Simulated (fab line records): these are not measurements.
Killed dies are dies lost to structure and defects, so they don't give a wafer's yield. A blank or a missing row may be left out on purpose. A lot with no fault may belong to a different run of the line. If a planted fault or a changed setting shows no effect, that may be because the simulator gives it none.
fab line records	flow n5_finfet	part 1 of 2: steps 1 to 26 of 32
[record] lots = 5	wafers = 15	last_day = 18
route steps=1938 shown HKMG_FIN@408
lots that met no fault: from a run of the same line without faults
start_h: hours from the record's opening day to when the first of the lot's shown wafers began	wait_h: how many hours have passed since the lot's step before this one	" unchanged from the row above	L1.1+2: a row that stands for several wafers	- value missing, or start not given	* or withheld: withheld	< > ~ a bound
route shown NAME@n: NAME is a module with steps in the file, n the number in the route of the first one	usual: the fault-free wafers' mean and standard deviation	same: alike in all rows	chamber/n: place in a boat	sites: each site's reading	_std_site: standard deviation across them	_edge_site: the outer-site mean with the inner-site mean subtracted	radius_mm: how far each site lies from the wafer's centre	mask NAME#n: copy n	behind: the tool/chamber that last shaped the wafer	hold: cause of the lot's hold/its duration in hours/its outcome	device: whichever transistor did not switch (one of n, p or np)	end of line: the route-end tests of the same wafers	a step given without rows: its recipe and nothing more	killed: the dies lost at the first sort to structure and to defects; this is not the yield of the wafer	map: per-die view of a wafer (x killed, . not killed, _ where there is no die)
set.NAME: the setting that was run; set.NAME@STEP: the one run at that earlier step	model.NAME: the simulator's own value behind a step, which no gauge read
lots at selected steps of the route; one table per step, one row per wafer
services: when a tool's chamber went out of use (start_h, in hours from the record's first day, below 0 if earlier), for how many hours, and the reason
[[steps]]
[step N5_HKMG_FIN_WET_ETCH_76]
[recipe] chemistry = dNH4OH	mix = 1:50	temp_c = 25	target = Al2O3	stop_on = La2O3	target_depth_nm = 2.25	dry = ipa_marangoni	rinse_time_s = 30	rinse_temp_c = 23
[usual] rinse_temp_c = 23.00/0.1
lot.wafer	tool	chamber	start_h	wait_h	rinse_temp_c
L074.4	wet_bench-05	2	76.03	0.1	23.27
L074.5	"	3	"	"	23.06
L074.6	"	4	"	"	22.86
L082.2	wet_bench-06	0	125.88	0.1	23.01
L082.3	"	2	"	"	23.01
L082.6	"	7	"	"	23.11
L090.1	wet_bench-05	0	166.78	0.1	23.09
L090.5	"	6	"	"	23.06
L090.6	"	1	"	"	23.02
L091.2	wet_bench-01	1	176.48	0.1	23.12
L091.5	"	0	"	"	22.90
L091.6	"	5	"	"	22.90
L097.1	wet_bench-06	7	210.52	0.1	23.15
L097.2	"	3	"	"	22.91
L097.3	"	5	"	"	22.89
[step N5_HKMG_FIN_STRIP_60]
[recipe] chemistry = N2/H2	power_w = 2500	temp_c = 300	h2_frac = 0.65	time_s = 360	pressure_mtorr = withheld	n2_flow_sccm = 1750	h2_flow_sccm = 3250
[usual] drypump_motor_current_A = 5.75/0.25	heater_power_w = 478/42
lot.wafer	tool	chamber	start_h	wait_h	drypump_motor_current_A	heater_power_w	rf_hours_counter_h
L074.4	plasma_asher-01	0	76.22	0.1	5.92	498	-
L074.5	"	1	"	"	5.26	539	-
L074.6	"	0	"	"	5.89	505	-
L082.2	plasma_asher-02	0	125.95	0.0	5.79	451	47
L082.3	"	0	"	"	5.85	449	-
L082.6	"	1	"	"	5.91	427	-
L090.1	plasma_asher-01	1	166.85	0.0	5.27	543	104
L090.5	"	0	"	"	5.90	500	-
L090.6	"	1	"	"	5.28	547	-
L091.2	plasma_asher-01	0	176.54	0.0	5.92	514	106
L091.5	"	1	"	"	5.28	532	-
L091.6	"	0	"	"	5.92	499	-
L097.1	plasma_asher-02	0	210.58	0.0	5.82	444	65
L097.2	"	1	"	"	5.93	440	65
L097.3	"	1	"	"	5.92	433	-
[step N5_HKMG_FIN_WET_ETCH_77]
[recipe] chemistry = dHCl	mix = 1:10000	temp_c = 25	target = La2O3	stop_on = HfO2	target_depth_nm = 2
lot.wafer	tool	chamber	start_h	wait_h
L074.4+5+6	wet_bench-05	0,2,5	76.49	0.1
L082.2+3+6	wet_bench-01	0,7,3	126.34	0.3
L090.1+5+6	wet_bench-06	6,7,3	167.23	0.3
L091.2+5+6	wet_bench-06	3,6,7	176.93	0.3
L097.1+2+3	wet_bench-01	5,4,1	210.97	0.3
[step N5_HKMG_FIN_WET_ETCH_78]
[recipe] chemistry = dNH4OH	mix = 1:50	temp_c = 25	target = Al2O3	stop_on = La2O3	target_depth_nm = 4.5	dry = ipa_marangoni	rinse_time_s = 30	rinse_temp_c = 23
[usual] rinse_temp_c = 23.00/0.1
lot.wafer	tool	chamber	start_h	wait_h	rinse_temp_c
L074.4	wet_bench-05	0	76.52	0.0	23.24
L074.5	"	2	"	"	23.08
L074.6	"	5	"	"	23.18
L082.2	wet_bench-01	0	126.37	0.0	23.24
L082.3	"	7	"	"	22.98
L082.6	"	3	"	"	23.16
L090.1	wet_bench-06	6	167.26	0.0	22.88
L090.5	"	7	"	"	22.97
L090.6	"	3	"	"	22.96
L091.2	wet_bench-06	3	176.96	0.0	22.90
L091.5	"	6	"	"	23.15
L091.6	"	7	"	"	23.11
L097.1	wet_bench-01	5	211.00	0.0	23.02
L097.2	"	4	"	"	23.00
L097.3	"	1	"	"	23.13
[step N5_HKMG_FIN_ALD_79]
[recipe] material = TiN	target_thk_a = 15	temp_c = 400	ald_precursor_family = TiCl4	ald_co_reactant = NH3	pulse_time_s = 1	purge_time_s = 3	co_reactant_purge_time_s = 2	co_reactant_pulse_time_s = 2	ald_cycles = 68	pressure_torr = 3
[usual] heater_power_w = 859/73	precursor_pulse_height_rel = 1.000/0.019
lot.wafer	tool	chamber	start_h	wait_h	heater_power_w	precursor_pulse_height_rel
L074.4	ald_metal-02	0	76.59	0.0	798	0.992
L074.5	"	0	"	"	781	1.025
L074.6	"	1	"	"	816	0.999
L082.2	ald_metal-02	0	126.44	0.0	758	1.000
L082.3	"	3	"	"	872	1.035
L082.6	"	1	"	"	804	0.989
L090.1	ald_metal-02	2	167.34	0.0	857	1.015
L090.5	"	2	"	"	854	1.011
L090.6	"	3	"	"	898	0.977
L091.2	ald_metal-01	0	177.03	0.0	744	0.988
L091.5	"	2	"	"	938	1.014
L091.6	"	3	"	"	872	1.001
L097.1	ald_metal-02	0	211.08	0.0	777	1.012
L097.2	"	2	"	"	895	0.997
L097.3	"	3	"	"	853	0.985
[step N5_HKMG_FIN_CVD_62]
[recipe] material = a-Si	target_thk_a = 30	temp_c = 500	precursor = Si2H6	pressure_torr = 1	time_s = 20.8
[usual] heater_power_w = 1530/110
lot.wafer	tool	chamber	start_h	wait_h	heater_power_w
L074.4	thermal_cvd_si-01	2	77.00	0.2	1548
L074.5	"	1	"	"	1386
L074.6	"	0	"	"	1552
L082.2	thermal_cvd_si-01	1	126.80	0.2	1428
L082.3	"	2	"	"	1572
L082.6	"	0	"	"	1544
L090.1	thermal_cvd_si-01	1	167.70	0.2	1373
L090.5	"	1	"	"	1430
L090.6	"	0	"	"	1603
L091.2	thermal_cvd_si-02	1	177.39	0.2	1416
L091.5	"	1	"	"	1405
L091.6	"	0	"	"	1603
L097.1	thermal_cvd_si-02	2	211.44	0.2	1699
L097.2	"	1	"	"	1405
L097.3	"	0	"	"	1638
[step N5_HKMG_FIN_RTA_80]
[recipe] temp_c = withheld	time_s = 2	ambient = N2	idle_temp_c = 600	ramp_up_c_per_s = 150	ramp_down_c_per_s = 60	cool_to_c = 600
lot.wafer	tool	chamber	start_h	wait_h
L074.4+5+6	rtp_anneal-02	0	77.14	0.1
L082.2+3+6	rtp_anneal-02	0	126.96	0.1
L090.1+5+6	rtp_anneal-02	0	167.88	0.1
L091.2+5+6	rtp_anneal-02	0	177.55	0.1
L097.1+2+3	rtp_anneal-02	0	211.61	0.1
[step N5_HKMG_FIN_PRECLEAN_64]
[recipe] chemistry = dHF	time_s = 30	temp_c = 25	dilution = withheld
lot.wafer	tool	chamber	start_h	wait_h
L074.4+5+6	wet_bench-05	1,3,2	77.23	0.1
L082.2+3+6	wet_bench-06	6,0,7	127.08	0.1
L090.1+5+6	wet_bench-05	7,1,4	168.03	0.1
L091.2+5+6	wet_bench-05	5,0,2	177.67	0.1
L097.1+2+3	wet_bench-01	2,4,1	211.75	0.1
[step N5_HKMG_FIN_WET_ETCH_65]
[recipe] chemistry = TMAH	temp_c = 70	conc_wt_pct = 5	target = a-Si	stop_on = TiN	time_s = 49	target_depth_nm = 3
lot.wafer	tool	chamber	start_h	wait_h
L074.4+5+6	wet_bench-05	1,3,2	77.24	0.0
L082.2+3+6	wet_bench-06	6,0,7	127.09	0.0
L090.1+5+6	wet_bench-05	7,1,4	168.04	0.0
L091.2+5+6	wet_bench-05	5,0,2	177.68	0.0
L097.1+2+3	wet_bench-01	2,4,1	211.77	0.0
[step N5_HKMG_FIN_WET_ETCH_81]
[recipe] chemistry = SC1	target = TiN	stop_on = HfO2	mix = 1:1:5	temp_c = 60	time_s = 57	target_depth_nm = 6
[usual] diw_flow_mL_min = 1071/3.1	nh4oh_flow_mL_min = 214.3/0.6
lot.wafer	tool	chamber	start_h	wait_h	diw_flow_mL_min	nh4oh_flow_mL_min
L074.4	wet_bench-05	1	77.25	0.0	1069	214.8
L074.5	"	3	"	"	1073	214.7
L074.6	"	2	"	"	1073	214.7
L082.2	wet_bench-06	6	127.11	0.0	1070	214.1
L082.3	"	0	"	"	1068	214.8
L082.6	"	7	"	"	1070	213.1
L090.1	wet_bench-05	7	168.05	0.0	1071	213.5
L090.5	"	1	"	"	1073	213.5
L090.6	"	4	"	"	1065	214.2
L091.2	wet_bench-05	5	177.70	0.0	1067	213.9
L091.5	"	0	"	"	1072	212.7
L091.6	"	2	"	"	1072	214.3
L097.1	wet_bench-01	2	211.78	0.0	1070	215.2
L097.2	"	4	"	"	1072	214.9
L097.3	"	1	"	"	1070	214.2
[step N5_HKMG_FIN_WET_ETCH_82]
[recipe] chemistry = dHCl	mix = 1:10000	temp_c = 25	target = La2O3	stop_on = HfO2	target_depth_nm = 2	dry = ipa_marangoni	rinse_time_s = 30	rinse_temp_c = 23
[usual] rinse_temp_c = 23.01/0.1
lot.wafer	tool	chamber	start_h	wait_h	rinse_temp_c
L074.4	wet_bench-05	1	77.29	0.0	23.13
L074.5	"	3	"	"	23.05
L074.6	"	2	"	"	23.05
L082.2	wet_bench-06	6	127.14	0.0	22.77
L082.3	"	0	"	"	22.88
L082.6	"	7	"	"	23.05
L090.1	wet_bench-05	7	168.09	0.0	23.12
L090.5	"	1	"	"	23.15
L090.6	"	4	"	"	22.95
L091.2	wet_bench-05	5	177.73	0.0	22.88
L091.5	"	0	"	"	23.10
L091.6	"	2	"	"	23.12
L097.1	wet_bench-01	2	211.82	0.0	23.07
L097.2	"	4	"	"	22.99
L097.3	"	1	"	"	23.04
[step N5_HKMG_FIN_ALD_36]
[recipe] material = TiN	target_thk_a = 10	temp_c = 400	ald_precursor_family = TiCl4	ald_co_reactant = NH3	pulse_time_s = 1	purge_time_s = 3	co_reactant_purge_time_s = 2	co_reactant_pulse_time_s = 2	ald_cycles = 47	pressure_torr = 3
[usual] heater_power_w = 870/78	precursor_pulse_height_rel = 0.999/0.021
lot.wafer	tool	chamber	start_h	wait_h	heater_power_w	precursor_pulse_height_rel
L074.4	ald_metal-03	2	77.35	0.0	896	1.004
L074.5	"	1	"	"	834	1.005
L074.6	"	2	"	"	889	1.059
L082.2	ald_metal-01	3	127.20	0.0	910	0.978
L082.3	"	2	"	"	944	1.004
L082.6	"	0	"	"	752	0.999
L090.1	ald_metal-03	1	168.15	0.0	840	1.019
L090.5	"	2	"	"	886	0.992
L090.6	"	3	"	"	836	1.007
L091.2	ald_metal-01	3	177.87	0.1	862	1.006
L091.5	"	2	"	"	966	0.984
L091.6	"	1	"	"	1024	1.019
L097.1	ald_metal-02	3	211.88	0.0	883	1.024
L097.2	"	2	"	"	882	0.988
L097.3	"	0	"	"	771	1.005
[step N5_HKMG_FIN_THK_MEAS_70]
[recipe] thk_meas_gauge = xrf	reads = HfO2_of_HKMG_FIN_HK_ALD_01
[usual] HK_THK = 1.611/0.019
lot.wafer	tool	chamber	start_h	wait_h	HK_THK[nm]
L074.4	film_metro-02	-	77.63	0.2	1.621
L074.5	"	-	"	"	1.634
L074.6	"	-	"	"	1.601
L082.2	film_metro-02	-	127.48	0.2	1.623
L082.3	"	-	"	"	1.590
L082.6	"	-	"	"	1.605
L090.1	film_metro-02	-	168.43	0.2	1.601
L090.5	"	-	"	"	1.593
L090.6	"	-	"	"	1.585
L091.2	film_metro-02	-	178.15	0.2	1.596
L091.5	"	-	"	"	1.607
L091.6	"	-	"	"	1.616
L097.1	film_metro-02	-	212.16	0.2	1.622
L097.2	"	-	"	"	1.625
L097.3	"	-	"	"	1.639
[step N5_HKMG_FIN_PWFM_ALD_03]
[recipe] material = TiN	target_thk_a = 20	temp_c = 400	ald_precursor_family = TiCl4	ald_co_reactant = NH3	pulse_time_s = 1	purge_time_s = 3	co_reactant_purge_time_s = 2	co_reactant_pulse_time_s = 2	ald_cycles = 91	pressure_torr = 3
[usual] heater_power_w = 866/71	precursor_pulse_height_rel = 1.000/0.021
lot.wafer	tool	chamber	start_h	wait_h	heater_power_w	precursor_pulse_height_rel
L074.4	ald_metal-02	1	77.66	0.0	821	0.965
L074.5	"	1	"	"	792	1.002
L074.6	"	0	"	"	761	1.011
L082.2	ald_metal-03	1	127.52	0.0	821	1.009
L082.3	"	0	"	"	934	0.981
L082.6	"	1	"	"	844	1.013
L090.1	ald_metal-02	2	168.66	0.2	866	1.004
L090.5	"	0	"	"	789	0.995
L090.6	"	1	"	"	813	1.014
L091.2	ald_metal-03	1	178.19	0.0	814	0.996
L091.5	"	1	"	"	813	0.995
L091.6	"	0	"	"	931	0.993
L097.1	ald_metal-03	2	212.20	0.0	890	0.987
L097.2	"	0	"	"	930	0.983
L097.3	"	3	"	"	863	0.996
[step N5_HKMG_FIN_COAT_29]
[recipe] resist = SOC	temp_c = 250	time_s = 60	spin_rpm = 1500	resist_thk_nm = 300
lot.wafer	tool	chamber	start_h	wait_h
L074.4+5+6	litho_track-03	0	78.13	0.2
L082.2+3+6	litho_track-02	0	127.99	0.2
L090.1+5+6	litho_track-05	0	169.13	0.2
L091.2+5+6	litho_track-05	0	178.66	0.2
L097.1+2+3	litho_track-03	0	212.67	0.2
[step N5_HKMG_FIN_COAT_30]
[recipe] resist = SiARC	temp_c = 220	time_s = 60	spin_rpm = 1500	resist_thk_nm = 35
lot.wafer	tool	chamber	start_h	wait_h
L074.4+5+6	litho_track-03	0	-	-
L082.2+3+6	litho_track-02	0	-	-
L090.1+5+6	litho_track-05	0	-	-
L091.2+5+6	litho_track-05	0	-	-
L097.1+2+3	litho_track-03	0	-	-
[step N5_HKMG_FIN_COAT_06]
[recipe] resist = CAR-ArF	spin_rpm = 1500	resist_thk_nm = 90
lot.wafer	tool	chamber	start_h	wait_h
L074.4+5+6	litho_track-03	0	-	-
L082.2+3+6	litho_track-02	0	-	-
L090.1+5+6	litho_track-05	0	-	-
L091.2+5+6	litho_track-05	0	-	-
L097.1+2+3	litho_track-03	0	-	-
[step N5_HKMG_FIN_EBR_08]
[recipe] solvent = PGMEA	ebr_width_mm = 1.5
lot.wafer	tool	chamber	start_h	wait_h
L074.4+5+6	litho_track-03	0	-	-
L082.2+3+6	litho_track-02	0	-	-
L090.1+5+6	litho_track-05	0	-	-
L091.2+5+6	litho_track-05	0	-	-
L097.1+2+3	litho_track-03	0	-	-
[step N5_HKMG_FIN_SOFTBAKE_07]
[recipe] temp_c = 110	time_s = 60	resist = CAR-ArF
lot.wafer	tool	chamber	start_h	wait_h
L074.4+5+6	litho_track-03	0	-	-
L082.2+3+6	litho_track-02	0	-	-
L090.1+5+6	litho_track-05	0	-	-
L091.2+5+6	litho_track-05	0	-	-
L097.1+2+3	litho_track-03	0	-	-
[step N5_HKMG_FIN_EXPOSE_09]
[recipe] mask_id = NWFM	na = 1.35	source_shape = conventional	sigma_outer = 0.8	polarization = unpolarized	dose_mj = 39.25
[usual] exposure_dose_mJ_cm2 = 39.22/0.032
lot.wafer	tool	chamber	start_h	wait_h	mask	exposure_dose_mJ_cm2
L074.4	arfi_scanner-03	0	78.39	-	NWFM#0	39.20
L074.5	"	0	"	"	NWFM#0	39.19
L074.6	"	0	"	"	NWFM#0	39.21
L082.2	arfi_scanner-02	0	128.11	-	NWFM#0	39.27
L082.3	"	0	"	"	NWFM#0	39.27
L082.6	"	0	"	"	NWFM#0	39.19
L090.1	arfi_scanner-01	0	169.37	-	NWFM#0	39.29
L090.5	"	0	"	"	NWFM#0	39.24
L090.6	"	0	"	"	NWFM#0	39.26
L091.2	arfi_scanner-02	0	178.91	-	NWFM#0	39.18
L091.5	"	0	"	"	NWFM#0	39.18
L091.6	"	0	"	"	NWFM#0	39.22
L097.1	arfi_scanner-02	0	212.91	-	NWFM#0	39.23
L097.2	"	0	"	"	NWFM#0	39.22
L097.3	"	0	"	"	NWFM#0	39.25
[step N5_HKMG_FIN_PEB_10]
[recipe] peb_temp_c = withheld	peb_time_s = 60	resist = CAR-ArF
lot.wafer	tool	chamber	start_h	wait_h
L074.4+5+6	litho_track-03	0	78.44	0.0
L082.2+3+6	litho_track-02	0	128.16	0.0
L090.1+5+6	litho_track-05	0	169.43	0.1
L091.2+5+6	litho_track-05	0	178.96	0.0
L097.1+2+3	litho_track-03	0	212.97	0.1
[step N5_HKMG_FIN_DEVELOP_11]
[recipe] develop_time_s = 30	developer = TMAH	resist = CAR-ArF	dev_temp_c = 23	rinse_liquid = diw	dry = air_spin
lot.wafer	tool	chamber	start_h	wait_h
L074.4+5+6	litho_track-03	0	-	-
L082.2+3+6	litho_track-02	0	-	-
L090.1+5+6	litho_track-05	0	-	-
L091.2+5+6	litho_track-05	0	-	-
L097.1+2+3	litho_track-03	0	-	-
[step N5_HKMG_FIN_CD_MEAS_12]
[recipe] target_cd_nm = 92.8	landing_energy_ev = 500	detector = se_inlens
[usual] cd_nm = 92.7/0.49
lot.wafer	tool	chamber	start_h	wait_h	cd_nm
L074.4	cd_sem-03	0	78.51	-	93.6
L074.5	"	0	"	"	92.9
L074.6	"	0	"	"	93.2
L082.2	cd_sem-02	0	128.23	-	92.6
L082.3	"	0	"	"	93.2
L082.6	"	0	"	"	92.8
L090.1	cd_sem-01	0	169.50	-	93.2
L090.5	"	0	"	"	92.0
L090.6	"	0	"	"	92.7
L091.2	cd_sem-03	0	179.03	-	92.2
L091.5	"	0	"	"	92.3
L091.6	"	0	"	"	92.5
L097.1	cd_sem-02	0	213.03	-	92.2
L097.2	"	0	"	"	92.7
L097.3	"	0	"	"	93.2
[step N5_HKMG_FIN_OVL_MEAS_13]
[recipe] points_per_wafer = 44
[usual] NWFM_OVL = -0.5/0.77
lot.wafer	tool	chamber	start_h	wait_h	NWFM_OVL[nm]
L074.4	overlay-02	0	78.53	0.0	0.0
L074.5	"	0	"	"	-0.3
L074.6	"	0	"	"	-0.1
L082.2	overlay-02	0	128.26	0.0	-1.2
L082.3	"	0	"	"	-0.7
L082.6	"	0	"	"	0.0
L090.1	overlay-02	0	169.53	0.0	0.1
L090.5	"	0	"	"	-0.4
L090.6	"	0	"	"	0.8
L091.2	overlay-01	0	179.06	0.0	-0.7
L091.5	"	0	"	"	-2.2
L091.6	"	0	"	"	-0.7
L097.1	overlay-02	0	213.07	0.0	-0.7
L097.2	"	0	"	"	-0.5
L097.3	"	0	"	"	-0.9
[step N5_HKMG_FIN_INSPECT_14]
[recipe] mode = adi	inspect_instrument = macro
[usual] raw_defect_count = 2.1/1.4
lot.wafer	tool	chamber	start_h	wait_h	raw_defect_count
L074.4	defect_inspect-02	-	78.56	0.0	1
L074.5	"	-	"	"	0
L074.6	"	-	"	"	4
L082.2	defect_inspect-02	-	128.28	0.0	0
L082.3	"	-	"	"	0
L082.6	"	-	"	"	2
L090.1	defect_inspect-02	-	169.55	0.0	0
L090.5	"	-	"	"	5
L090.6	"	-	"	"	1
L091.2	defect_inspect-02	-	179.08	0.0	1
L091.5	"	-	"	"	2
L091.6	"	-	"	"	4
L097.1	defect_inspect-02	-	213.09	0.0	3
L097.2	"	-	"	"	4
L097.3	"	-	"	"	2
[step N5_HKMG_FIN_DESCUM_17]
[recipe] chemistry = O2	time_s = 7.9	source_power_w = 50	bias_power_w = 20	pressure_mtorr = 20	rf_frequency_hz = 2.712e+07	temp_c = 40	resist = CAR-ArF	o2_flow_sccm = 225
[usual] drypump_motor_current_A = 5.5/0.38	oes_product_au = 0.79/0.085	rf_vpp_V = 243.1/1.5	showerhead_plenum_p_Torr = 2.08/0.086	throttle_valve_pct = 20.32/0.15
lot.wafer	tool	chamber	start_h	wait_h	drypump_motor_current_A	oes_product_au	rf_hours_counter_h	rf_vpp_V	showerhead_plenum_p_Torr	throttle_valve_pct
L074.4	rie_diel-04	2	78.61	0.1	4.8	0.96	8	242.4	2.06	20.33
L074.5	"	0	"	"	5.9	0.73	-	241.1	1.98	20.44
L074.6	"	1	"	"	5.3	0.72	-	243.2	2.16	20.51
L082.2	rie_diel-04	1	128.32	0.0	5.3	0.71	200	244.8	2.15	20.51
L082.3	"	2	"	"	4.8	0.91	23	241.2	2.06	20.31
L082.6	"	2	"	"	4.8	0.92	-	243.2	2.06	20.33
L090.1	rie_diel-05	1	169.58	0.0	5.5	0.73	188	242.6	1.97	20.38
L090.5	"	0	"	"	4.9	0.80	-	243.6	2.11	20.02
L090.6	"	3	"	"	5.7	0.91	-	245.0	2.21	20.17
L091.2	rie_diel-05	2	179.11	0.0	5.9	0.71	197	244.6	2.18	20.41
L091.5	"	1	"	"	5.5	0.75	-	241.2	1.97	20.37
L091.6	"	2	"	"	5.9	0.72	-	244.4	2.18	20.41
L097.1	rie_diel-02	3	214.24	1.2	5.4	0.89	47	244.3	2.12	20.27
L097.2	"	2	"	"	5.9	0.71	209	244.0	2.15	20.48
L097.3	"	1	"	"	4.9	0.86	43	243.1	2.15	20.25
